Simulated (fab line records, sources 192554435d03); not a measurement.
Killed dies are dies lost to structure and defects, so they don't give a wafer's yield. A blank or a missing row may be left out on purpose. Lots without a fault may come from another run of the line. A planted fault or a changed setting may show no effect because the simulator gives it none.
fab line records | flow n5_finfet
record lots=7 wafers=21
route steps=1938 shown BEOL_M7@1273 BEOL_M8@1357
start_h: hours from the record's first day to the start of the lot's first wafer shown | wait_h: hours since the lot's step before | " the same as in the row above | L1.1+2: a row that stands for several wafers | - no value, or no start given | * or withheld: withheld | < > ~ a bound
route shown NAME@n: a module of which the file shows steps, and the number in the route of the first | usual: mean/standard deviation of fault-free wafers | same: alike in all rows | chamber/n: place in a boat | sites: the reading at each site | _std_site: their standard deviation | _edge_site: outer sites' mean less inner sites' | radius_mm: how far each site lies from the wafer's centre | mask NAME#n: copy n | behind: the tool/chamber that last shaped the wafer | hold: why the lot was held/for how many hours/how that ended | device: the transistor (n, p or np) that didn't switch | end of line: the same wafers' tests at the end of the route | a step without rows: its recipe alone | killed: dies lost to structure and defects at the first sort, not the wafer's yield | map: a wafer's dies, x killed, . not, _ none there
set.NAME: the setting as run; set.NAME@STEP: as run at that earlier step | model.NAME: the simulator's own value behind a step, which no gauge read
lots whose settings were changed on purpose; a table a step, a row a wafer
## steps
# step N5_BEOL_M7_EXPOSE_08
# recipe mask_id=M7 na=1.35 source_shape=dipole sigma_inner=0.817 sigma_outer=0.97 polarization=te dose_mj=68.25
# columns lot.wafer tool chamber start_h wait_h mask set.dose_mj
L080.1+2+6 arfi_scanner-03 0 229.43 - M7#0 68.25
L081.2+5 arfi_scanner-01 0 249.29 - M7#0 68.25
L081.6 " 0 " " M7#0 64.64
L083.1 arfi_scanner-02 0 252.21 - M7#0 70.73
L083.2+6 " 0 " " M7#0 68.25
L087.2+5+6 arfi_scanner-01 0 267.15 - M7#0 68.25
L089.1 arfi_scanner-03 0 289.14 - M7#0 68.25
L089.3+4 " 0 " " M7#0 71.74
L092.1+3 arfi_scanner-02 0 311.55 - M7#0 71.7
L092.5 " 0 " " M7#0 68.25
L096.1+3+6 arfi_scanner-01 0 335.58 - M7#0 64.06
# step N5_BEOL_M7_PEB_09
# recipe peb_temp_c=withheld peb_time_s=60 resist=CAR-ArF
# step N5_BEOL_M7_DEVELOP_10
# recipe develop_time_s=30 developer=TMAH resist=CAR-ArF rinse_liquid=diw dry=air_spin dev_temp_c=23
# step N5_BEOL_M7_CD_MEAS_11
# recipe target_cd_nm=38.5 landing_energy_ev=500 detector=se_inlens polarity=opening
# usual cd_nm=38.5/0.51
# columns lot.wafer tool chamber start_h wait_h set.dose_mj@BEOL_M7_EXPOSE_08 cd_nm
L080.1 cd_sem-03 0 229.56 - 68.25 38.0
L080.2 " 0 " " 68.25 38.2
L080.6 " 0 " " 68.25 38.0
L081.2 cd_sem-01 0 249.41 - 68.25 38.1
L081.5 " 0 " " 68.25 38.3
L081.6 " 0 " " 64.64 35.9
L083.1 cd_sem-03 0 252.34 - 70.73 40.9
L083.2 " 0 " " 68.25 38.6
L083.6 " 0 " " 68.25 38.9
L087.2 cd_sem-02 0 267.27 - 68.25 38.2
L087.5 " 0 " " 68.25 38.2
L087.6 " 0 " " 68.25 37.9
L089.1 cd_sem-03 0 289.27 - 68.25 38.2
L089.3 " 0 " " 71.74 41.3
L089.4 " 0 " " 71.74 41.6
L092.1 cd_sem-01 0 311.68 - 71.7 40.3
L092.3 " 0 " " 71.7 40.3
L092.5 " 0 " " 68.25 38.5
L096.1 cd_sem-02 0 335.71 - 64.06 36.2
L096.3 " 0 " " 64.06 35.2
L096.6 " 0 " " 64.06 36.0
# step N5_BEOL_M7_DESCUM_16
# recipe chemistry=O2 time_s=7.9 source_power_w=50 bias_power_w=20 pressure_mtorr=20 rf_frequency_hz=2.712e+07 temp_c=40 resist=CAR-ArF o2_flow_sccm=225
# step N5_BEOL_M7_ETCH_61
# recipe chemistry=CF4 target=SiARC target_depth_a=455 mask_material=CAR-ArF time_s=75.8 ion_energy_ev=80 pressure_mtorr=40 source_w=545 bias_w=36 Ar_flow_sccm=100 cf4_flow_sccm=100 ends=cleared
# columns lot.wafer tool chamber start_h wait_h set.dose_mj@BEOL_M7_EXPOSE_08 model.BEOL_M7.cd_offset_nm
L080.1+6 rie_diel-05 0,2 229.68 0.0 68.25 -0.2
L080.2 " 1 " " 68.25 -0.6
L081.2 rie_diel-02 0 249.53 0.0 68.25 -1.2
L081.5 " 2 " " 68.25 -0.6
L081.6 " 3 " " 64.64 -3
L083.1 rie_diel-06 0 252.47 0.0 70.73 2.4
L083.2 " 2 " " 68.25 0.2
L083.6 " 1 " " 68.25 0.6
L087.2+5 rie_diel-02 3,1 267.39 0.0 68.25 -0.4
L087.6 " 2 " " 68.25 -0.6
L089.1 rie_diel-05 2 289.39 0.0 68.25 -0.2
L089.3 " 0 " " 71.74 2.6
L089.4 " 0 " " 71.74 2.8
L092.1 rie_diel-05 3 311.86 0.0 71.7 1.4
L092.3 " 2 " " 71.7 1.6
L092.5 " 1 " " 68.25 -0.4
L096.1 rie_diel-05 2 335.95 0.0 64.06 -2.6
L096.3 " 1 " " 64.06 -3
L096.6 " 1 " " 64.06 -2.4
# step N5_BEOL_M7_ETCH_62
# recipe chemistry=N2/H2 target=SOC target_depth_a=1100 overetch_a=220 mask_material=SiARC temp_c=40 time_s=165 ion_energy_ev=200 pressure_mtorr=30 source_w=840 bias_w=150 n2_flow_sccm=200 h2_flow_sccm=200
# usual rf_vpp_V=524.1/2.6
# columns lot.wafer tool chamber start_h wait_h set.source_w set.dose_mj@BEOL_M7_EXPOSE_08 rf_vpp_V model.SiARC_of_BEOL_M7_COAT_60.thk_nm model.BEOL_M7.cd_offset_nm
L080.1 rie_diel-05 0 229.74 0.0 840 68.25 524.8 28.2 0
L080.2 " 1 " " 987.7 68.25 499.4 27.6 0.2
L080.6 " 2 " " 987.7 68.25 493.3 27.6 0.8
L081.2 rie_diel-02 0 249.59 0.0 729 68.25 549.9 28.6 -1.4
L081.5 " 2 " " 840 68.25 524.9 28 -0.8
L081.6 " 3 " " 840 64.64 523.5 28.2 -3
L083.1 rie_diel-06 0 252.53 0.0 840 70.73 520.1 28.6 2.2
L083.2 " 2 " " 840 68.25 523.9 28.4 0.2
L083.6 " 1 " " 840 68.25 521.3 28.2 0.6
L087.2 rie_diel-02 3 267.45 0.0 840 68.25 524.4 28.4 -0.2
L087.5 " 1 " " 840 68.25 526.2 28.6 0
L087.6 " 2 " " 840 68.25 525.9 28.2 0
L089.1 rie_diel-05 2 289.45 0.0 840 68.25 520.5 28.2 0
L089.3 " 0 " " 840 71.74 525.0 28 2.6
L089.4 " 0 " " 840 71.74 525.8 28 2.8
L092.1 rie_diel-05 3 311.92 0.0 840 71.7 525.5 28.2 1.8
L092.3 " 2 " " 840 71.7 521.6 28.2 2.2
L092.5 " 1 " " 792.4 68.25 536.5 28.6 0
L096.1 rie_diel-05 2 336.00 0.0 840 64.06 519.5 28.2 -2.2
L096.3 " 1 " " 840 64.06 526.3 28.2 -3
L096.6 " 1 " " 702.7 64.06 558.0 29 -2.8
# step N5_BEOL_M7_STRIP_68
# recipe chemistry=N2/H2 temp_c=40 n2_flow_sccm=200 h2_flow_sccm=200 rf_frequency_hz=6e+07
# step N5_BEOL_M7_STRIP_67
# recipe chemistry=CF4 resist=SiARC power_w=300 bias_power_w=75 pressure_mtorr=50 cf4_flow_sccm=150 rf_frequency_hz=6e+07
# step N5_BEOL_M7_HM_OPEN_17
# recipe chemistry=Cl2/BCl3 target_depth_a=200 overetch_a=60 target=TiN mask_material=SOC ion_energy_ev=150 pressure_mtorr=10 icp_w=1000 bias_w=126 Cl2_flow_sccm=53.25 bcl3_flow_sccm=21.75 Ar_flow_sccm=25
# step N5_BEOL_M7_STRIP_19
# recipe chemistry=O2 power_w=400 temp_c=40 pressure_mtorr=30 rf_frequency_hz=6e+07 bias_power_w=0 overash_fraction=0.2 o2_flow_sccm=225
# step N5_BEOL_M7_CD_MEAS_18
# recipe pitch_nm=80 target_cd_nm=40
# usual cd_nm=40.1/0.57
# columns lot.wafer tool chamber start_h wait_h set.dose_mj@BEOL_M7_EXPOSE_08 cd_nm
L080.1 cd_sem-03 - 230.12 0.0 68.25 39.9
L080.2 " - " " 68.25 40.0
L080.6 " - " " 68.25 41.1
L081.2 cd_sem-02 - 249.96 0.1 68.25 38.5
L081.5 " - " " 68.25 39.3
L081.6 " - " " 64.64 37.2
L083.1 cd_sem-01 - 252.90 0.0 70.73 42.3
L083.2 " - " " 68.25 40.2
L083.6 " - " " 68.25 40.5
L087.2 cd_sem-02 - 267.82 0.1 68.25 39.9
L087.5 " - " " 68.25 39.9
L087.6 " - " " 68.25 39.7
L089.1 cd_sem-03 - 289.82 0.0 68.25 40.2
L089.3 " - " " 71.74 42.7
L089.4 " - " " 71.74 42.8
L092.1 cd_sem-01 - 312.29 0.0 71.7 42.0
L092.3 " - " " 71.7 41.9
L092.5 " - " " 68.25 39.6
L096.1 cd_sem-02 - 336.41 0.0 64.06 37.9
L096.3 " - " " 64.06 36.7
L096.6 " - " " 64.06 37.4
# step N5_BEOL_M7_DESCUM_33
# recipe chemistry=O2 time_s=7 source_power_w=50 bias_power_w=20 pressure_mtorr=20 rf_frequency_hz=2.712e+07 temp_c=40 resist=CAR-EUV o2_flow_sccm=225
# columns lot.wafer tool chamber start_h wait_h set.time_s model.CAR-EUV_of_BEOL_M7_COAT_22.thk_nm
L080.1 rie_diel-02 2 231.33 0.0 7 26
L080.2 " 1 " " 6.452 26.2
L080.6 " 1 " " 6.452 26.4
L081.2 rie_diel-05 1 251.30 0.0 7 25.8
L081.5+6 " 1,3 " " 7 26
L083.1+2+6 rie_diel-06 1,3,1 253.63 0.0 7 26
L087.2+5+6 rie_diel-06 2,3,0 270.05 0.1 7 26
L089.1+4 rie_diel-02 0,3 291.88 0.3 7 26
L089.3 " 2 " " 8.39 25.4
L092.1+3 rie_diel-02 1,0 317.53 0.0 7 26
L092.5 " 1 " " 6.49 26.2
L096.1 rie_diel-06 3 337.85 0.0 7 26
L096.3 " 2 " " 7.793 25.8
L096.6 " 0 " " 7 26.2
# step N5_BEOL_M7_ETCH_72
# recipe chemistry=N2/H2 target=underlayer target_depth_a=65 mask_material=CAR-EUV time_s=5.2 ion_energy_ev=200 pressure_mtorr=30 source_w=840 bias_w=150 n2_flow_sccm=200 h2_flow_sccm=200 ends=cleared
# columns lot.wafer tool chamber start_h wait_h set.time_s@BEOL_M7_DESCUM_33 model.CAR-EUV_of_BEOL_M7_COAT_22.thk_nm
L080.1 rie_diel-02 2 231.37 0.0 7 20.2
L080.2 " 1 " " 6.452 20.4
L080.6 " 1 " " 6.452 20.6
L081.2+5+6 rie_diel-05 1,1,3 251.33 0.0 7 20.2
L083.1+2 rie_diel-06 1,3 253.66 0.0 7 20.4
L083.6 " 1 " " 7 20.2
L087.2+6 rie_diel-06 2,0 270.08 0.0 7 20.2
L087.5 " 3 " " 7 20.4
L089.1+4 rie_diel-02 0,3 291.92 0.0 7 20.2
L089.3 " 2 " " 8.39 19.6
L092.1+3 rie_diel-02 1,0 317.56 0.0 7 20.2
L092.5 " 1 " " 6.49 20.6
L096.1+6 rie_diel-06 3,0 337.88 0.0 7 20.4
L096.3 " 2 " " 7.793 20
# step N5_BEOL_M7_ETCH_65
# recipe chemistry=CF4 target=SiARC target_depth_a=156 mask_material=CAR-EUV time_s=26 ion_energy_ev=80 pressure_mtorr=40 source_w=545 bias_w=36 Ar_flow_sccm=100 cf4_flow_sccm=100 ends=cleared
# columns lot.wafer tool chamber start_h wait_h set.time_s@BEOL_M7_DESCUM_33 model.CAR-EUV_of_BEOL_M7_COAT_22.thk_nm
L080.1 rie_diel-02 2 231.39 0.0 7 11
L080.2 " 1 " " 6.452 11.2
L080.6 " 1 " " 6.452 11.4
L081.2+5+6 rie_diel-05 1,1,3 251.35 0.0 7 11
L083.1+2 rie_diel-06 1,3 253.68 0.0 7 11.2
L083.6 " 1 " " 7 11
L087.2+6 rie_diel-06 2,0 270.10 0.0 7 11
L087.5 " 3 " " 7 11.2
L089.1 rie_diel-02 0 291.93 0.0 7 11.2
L089.3 " 2 " " 8.39 10.4
L089.4 " 3 " " 7 11
L092.1 rie_diel-02 1 317.58 0.0 7 11.2
L092.3 " 0 " " 7 11
L092.5 " 1 " " 6.49 11.4
L096.1+6 rie_diel-06 3,0 337.90 0.0 7 11.2
L096.3 " 2 " " 7.793 10.8
# step N5_BEOL_M7_TRENCH_ETCH_37
# recipe chemistry=C4F6/O2 target_depth_a=934.78 target=SiCOH_lowk time_s=31.2 ion_energy_ev=250 pressure_mtorr=30 source_w=345 bias_w=185 Ar_flow_sccm=300 C4F6_flow_sccm=10 O2_flow_sccm=10
# columns lot.wafer tool chamber start_h wait_h set.time_s model.etch.depth_nm model.BEOL_M7.feature_depth_nm
L080.1 rie_diel-02 2 - - 31.2 92.85 92.8
L080.2 " 1 " " 24.52 72.54 72.6
L080.6 " 1 " " 31.2 92.39 92.4
L081.2 rie_diel-05 1 - - 31.2 93.76 93.8
L081.5 " 1 " " 35.59 106.4 106.4
L081.6 " 3 " " 35.59 104.5 104.6
L083.1 rie_diel-06 1 - - 33.36 100.7 100.6
L083.2 " 3 " " 31.2 95.1 95
L083.6 " 1 " " 31.2 94.69 94.6
L087.2 rie_diel-06 2 - - 31.2 91.66 91.6
L087.5 " 3 " " 31.2 93.84 93.8
L087.6 " 0 " " 31.2 91.14 91.2
L089.1 rie_diel-02 0 - - 31.2 95.71 95.8
L089.3 " 2 " " 31.2 94.65 94.6
L089.4 " 3 " " 33.79 101.8 101.8
L092.1 rie_diel-02 1 - - 27.39 81.6 81.6
L092.3 " 0 " " 31.2 94.99 95
L092.5 " 1 " " 27.39 81.58 81.6
L096.1 rie_diel-06 3 - - 31.2 94.62 94.6
L096.3 " 2 " " 37.8 117.2 117.2
L096.6 " 0 " " 37.8 108.7 108.8
# step N5_BEOL_M7_ETCH_41
# recipe chemistry=CH3F/O2 target=SiCN target_depth_a=319 taper_deg=2 time_s=57.8 ion_energy_ev=120 mask_material=TiN pressure_mtorr=30 source_w=395 bias_w=75 Ar_flow_sccm=150 CH3F_flow_sccm=30 O2_flow_sccm=20
# step N5_BEOL_M7_STRIP_80
# recipe chemistry=N2/H2 time_s=10 power_w=450 temp_c=40 pressure_mtorr=20 rf_frequency_hz=6e+07 bias_power_w=7 n2_flow_sccm=200 h2_flow_sccm=200
# step N5_BEOL_M7_OCD_MEAS_38
# usual trench_depth_nm=93.6/1.6
# columns lot.wafer tool chamber start_h wait_h set.time_s@BEOL_M7_TRENCH_ETCH_37 trench_depth_nm
L080.1 ocd-01 - 231.76 - 31.2 92.8
L080.2 " - " " 24.52 71.9
L080.6 " - " " 31.2 92.1
L081.2 ocd-01 - 251.73 - 31.2 93.7
L081.5 " - " " 35.59 106.6
L081.6 " - " " 35.59 104.0
L083.1 ocd-01 - 254.06 - 33.36 100.6
L083.2 " - " " 31.2 95.3
L083.6 " - " " 31.2 94.7
L087.2 ocd-01 - 270.48 - 31.2 91.5
L087.5 " - " " 31.2 93.5
L087.6 " - " " 31.2 91.3
L089.1 ocd-02 - 292.31 - 31.2 95.6
L089.3 " - " " 31.2 94.7
L089.4 " - " " 33.79 101.7
L092.1 ocd-02 - 317.96 - 27.39 82.1
L092.3 " - " " 31.2 95.0
L092.5 " - " " 27.39 81.5
L096.1 ocd-01 - 338.28 - 31.2 94.7
L096.3 " - " " 37.8 117.5
L096.6 " - " " 37.8 108.7
# step N5_BEOL_M7_HM_STRIP_39
# recipe chemistry=peroxide_tin_strip material=TiN target_depth_a=250 temp_c=50 time_s=158
# step N5_BEOL_M7_SRD_40
# recipe time_s=30 temp_c=23 rinse_liquid=diw dry=ipa_marangoni
# step N5_BEOL_M7_PRECLEAN_42
# recipe chemistry=residue_remover time_s=60 temp_c=40
# step N5_BEOL_M7_SRD_43
# recipe time_s=30 temp_c=23 rinse_liquid=diw dry=ipa_marangoni
# step N5_BEOL_M7_CD_MEAS_35
# recipe target_cd_nm=40 polarity=opening
# usual cd_nm=40.2/0.55
# columns lot.wafer tool chamber start_h wait_h set.dose_mj@BEOL_M7_EXPOSE_08 cd_nm
L080.1 cd_sem-01 - 231.92 0.0 68.25 40.3
L080.2 " - " " 68.25 40.3
L080.6 " - " " 68.25 41.3
L081.2 cd_sem-01 - 251.88 0.0 68.25 38.5
L081.5 " - " " 68.25 38.9
L081.6 " - " " 64.64 37.6
L083.1 cd_sem-01 - 254.21 0.0 70.73 42.4
L083.2 " - " " 68.25 39.5
L083.6 " - " " 68.25 40.6
L087.2 cd_sem-03 - 270.64 0.0 68.25 39.7
L087.5 " - " " 68.25 40.1
L087.6 " - " " 68.25 39.9
L089.1 cd_sem-02 - 292.47 0.0 68.25 40.1
L089.3 " - " " 71.74 42.9
L089.4 " - " " 71.74 43.2
L092.1 cd_sem-01 - 318.11 0.0 71.7 42.0
L092.3 " - " " 71.7 42.5
L092.5 " - " " 68.25 40.4
L096.1 cd_sem-02 - 338.44 0.0 64.06 37.8
L096.3 " - " " 64.06 36.9
L096.6 " - " " 64.06 37.3
# step N5_BEOL_M7_CURE_75
# recipe temp_c=370 time_s=120 ambient=DMADMS/He material=SiCOH_lowk
# step N5_BEOL_M7_DEGAS_44
# recipe ambient=vacuum temp_c=250 time_s=60
# step N5_BEOL_M7_ECD_50
# recipe material=Cu target_thk_a=3000
# step N5_BEOL_M7_ANNEAL_51
# recipe temp_c=225 time_s=90 ambient=N2
# step N5_BEOL_M7_CMP_52
# recipe stop_on=SiCOH_lowk t_overpolish_s=6.9 down_force_psi=1 platen_rpm=50 clearing_platen_down_force_psi=1.5 clearing_platen_rpm=50 post_cmp_clean=cu_alkaline target_thk_nm=80 clearing_platen_pad_velocity_m_s=0.99484 pad_velocity_m_s=0.99484
# columns lot.wafer tool chamber start_h wait_h set.time_s@BEOL_M7_TRENCH_ETCH_37 model.Cu_of_BEOL_M7_ECD_50.thk_nm
L080.1+6 cmp-03 3 234.19 0.3 31.2 80
L080.2 " 1 " " 24.52 57.8
L081.2 cmp-02 1 253.99 0.2 31.2 80.2
L081.6 " 0 " " 35.59 91.4
L081.5 " 1 " " 35.59 94
L083.1 cmp-04 3 256.87 0.3 33.36 87.4
L083.2 " 1 " " 31.2 82.6
L083.6 " 0 " " 31.2 82.2
L087.2 cmp-04 1 272.94 0.3 31.2 79.2
L087.5 " 2 " " 31.2 82.2
L087.6 " 3 " " 31.2 77.4
L089.1 cmp-02 2 295.57 0.3 31.2 82.8
L089.3 " 3 " " 31.2 80.2
L089.4 " 1 " " 33.79 87.4
L092.1 cmp-03 1 320.38 0.3 27.39 68.6
L092.3 " 2 " " 31.2 82.4
L092.5 " 0 " " 27.39 68
L096.3 cmp-03 1 340.71 0.4 37.8 104.8
L096.1 " 2 " " 31.2 81.2
L096.6 " 1 " " 37.8 96
# step N5_BEOL_M7_THK_MEAS_53
# recipe thk_meas_gauge=xrf reads=Cu_of_BEOL_M7_ECD_50
# usual M7_THK=80.1/2
# columns lot.wafer tool chamber start_h wait_h set.time_s@BEOL_M7_TRENCH_ETCH_37 M7_THK[nm]
L080.1 film_metro-01 - 234.48 - 31.2 80.2
L080.2 " - " " 24.52 58.0
L080.6 " - " " 31.2 80.1
L081.2 film_metro-01 - 254.25 - 31.2 80.5
L081.5 " - " " 35.59 94.0
L081.6 " - " " 35.59 91.7
L083.1 film_metro-02 - 257.16 - 33.36 86.6
L083.2 " - " " 31.2 82.0
L083.6 " - " " 31.2 81.5
L087.2 film_metro-02 - 273.13 - 31.2 79.0
L087.5 " - " " 31.2 82.3
L087.6 " - " " 31.2 77.7
L089.1 film_metro-02 - 295.87 - 31.2 82.7
L089.3 " - " " 31.2 80.5
L089.4 " - " " 33.79 87.5
L092.1 film_metro-02 - 320.63 - 27.39 69.0
L092.3 " - " " 31.2 82.9
L092.5 " - " " 27.39 68.5
L096.1 film_metro-02 - 341.00 - 31.2 81.7
L096.3 " - " " 37.8 105.3
L096.6 " - " " 37.8 96.3
# step N5_BEOL_M7_PRE_CLEAN_55
# recipe gas=NH3 time_s=15 temp_c=withheld rf_power_w=300
# step N5_BEOL_M7_DEP_56
# recipe material=SiCN target_thk_a=100 temp_c=withheld precursor=3MS/NH3 pressure_torr=3 rf_w=202 time_s=17.5
# step N5_BEOL_M7_RS_MEAS_57
# recipe thk_meas_gauge=four-point-probe reads=Cu_of_BEOL_M7_ECD_50+Co_of_BEOL_M7_CVD_78+TaN_of_BEOL_M7_ALD_77
# usual M7_RS=0.285/0.0079
# columns lot.wafer tool chamber start_h wait_h set.time_s@BEOL_M7_TRENCH_ETCH_37 M7_RS[ohm/sq]
L080.1 film_metro-02 - 234.61 0.1 31.2 0.285
L080.2 " - " " 24.52 0.422
L080.6 " - " " 31.2 0.286
L081.2 film_metro-02 - 254.38 0.1 31.2 0.285
L081.5 " - " " 35.59 0.237
L081.6 " - " " 35.59 0.245
L083.1 film_metro-01 - 257.29 0.1 33.36 0.258
L083.2 " - " " 31.2 0.275
L083.6 " - " " 31.2 0.277
L087.2 film_metro-01 - 273.26 0.1 31.2 0.290
L087.5 " - " " 31.2 0.277
L087.6 " - " " 31.2 0.298
L089.1 film_metro-02 - 296.03 0.1 31.2 0.274
L089.3 " - " " 31.2 0.284
L089.4 " - " " 33.79 0.258
L092.1 film_metro-02 - 320.85 0.1 27.39 0.343
L092.3 " - " " 31.2 0.276
L092.5 " - " " 27.39 0.347
L096.1 film_metro-02 - 341.14 0.1 31.2 0.280
L096.3 " - " " 37.8 0.209
L096.6 " - " " 37.8 0.231
# step N5_BEOL_M8_COAT_64
# recipe resist=SiARC temp_c=220 time_s=60 spin_rpm=1500 resist_thk_nm=12
# columns lot.wafer tool chamber start_h wait_h set.spin_rpm model.SiARC_of_BEOL_M8_COAT_64.thk_nm
L080.1+2+6 litho_track-04 0 - - 1500 12
L081.2+5 litho_track-04 0 - - 1356 12.6
L081.6 " 0 " " 1500 12
L083.1+2+6 litho_track-04 0 - - 1500 12
L087.2+5+6 litho_track-05 0 - - 1500 12
L089.1+3+4 litho_track-04 0 - - 1500 12
L092.1 litho_track-01 0 - - 1631 11.6
L092.3+5 " 0 " " 1500 12
L096.1 litho_track-05 0 - - 1582 11.8
L096.3 " 0 " " 1500 12
L096.6 " 0 " " 1582 11.6
## key
split step=N5_BEOL_M7_EXPOSE_08 setting=dose_mj stated=68.25 by=wafer
response step=N5_BEOL_M7_CD_MEAS_11 reading=cd_nm change=+0.494 per=1% r=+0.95
response step=N5_BEOL_M7_ETCH_61 reading=model.BEOL_M7.cd_offset_nm change=+0.461 per=1% r=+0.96
response step=N5_BEOL_M7_ETCH_62 reading=model.BEOL_M7.cd_offset_nm change=+0.436 per=1% r=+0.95
response step=N5_BEOL_M7_CD_MEAS_18 reading=cd_nm change=+0.441 per=1% r=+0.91
response step=N5_BEOL_M7_CD_MEAS_35 reading=cd_nm change=+0.42 per=1% r=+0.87
split step=N5_BEOL_M7_ETCH_62 setting=source_w stated=840 by=wafer
response step=N5_BEOL_M7_ETCH_62 reading=rf_vpp_V change=-1.9 per=1% r=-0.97
response step=N5_BEOL_M7_ETCH_62 reading=model.SiARC_of_BEOL_M7_COAT_60.thk_nm change=-0.0415 per=1% r=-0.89
split step=N5_BEOL_M7_DESCUM_33 setting=time_s stated=7 by=wafer
response step=N5_BEOL_M7_DESCUM_33 reading=model.CAR-EUV_of_BEOL_M7_COAT_22.thk_nm change=-0.03 per=1% r=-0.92
response step=N5_BEOL_M7_ETCH_72 reading=model.CAR-EUV_of_BEOL_M7_COAT_22.thk_nm change=-0.0341 per=1% r=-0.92
response step=N5_BEOL_M7_ETCH_65 reading=model.CAR-EUV_of_BEOL_M7_COAT_22.thk_nm change=-0.0361 per=1% r=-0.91
split step=N5_BEOL_M7_TRENCH_ETCH_37 setting=time_s stated=31.2 by=wafer
response step=N5_BEOL_M7_TRENCH_ETCH_37 reading=model.etch.depth_nm change=+0.907 per=1% r=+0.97
response step=N5_BEOL_M7_TRENCH_ETCH_37 reading=model.BEOL_M7.feature_depth_nm change=+0.906 per=1% r=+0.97
response step=N5_BEOL_M7_OCD_MEAS_38 reading=trench_depth_nm change=+0.91 per=1% r=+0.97
response step=N5_BEOL_M7_CMP_52 reading=model.Cu_of_BEOL_M7_ECD_50.thk_nm change=+0.959 per=1% r=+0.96
response step=N5_BEOL_M7_THK_MEAS_53 reading=M7_THK change=+0.955 per=1% r=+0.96
response step=N5_BEOL_M7_RS_MEAS_57 reading=M7_RS shape=bent at_lowest=0.422 at_stated=0.282 at_highest=0.220
split step=N5_BEOL_M8_COAT_64 setting=spin_rpm stated=1500 by=wafer
response step=N5_BEOL_M8_COAT_64 reading=model.SiARC_of_BEOL_M8_COAT_64.thk_nm change=-0.0549 per=1% r=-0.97
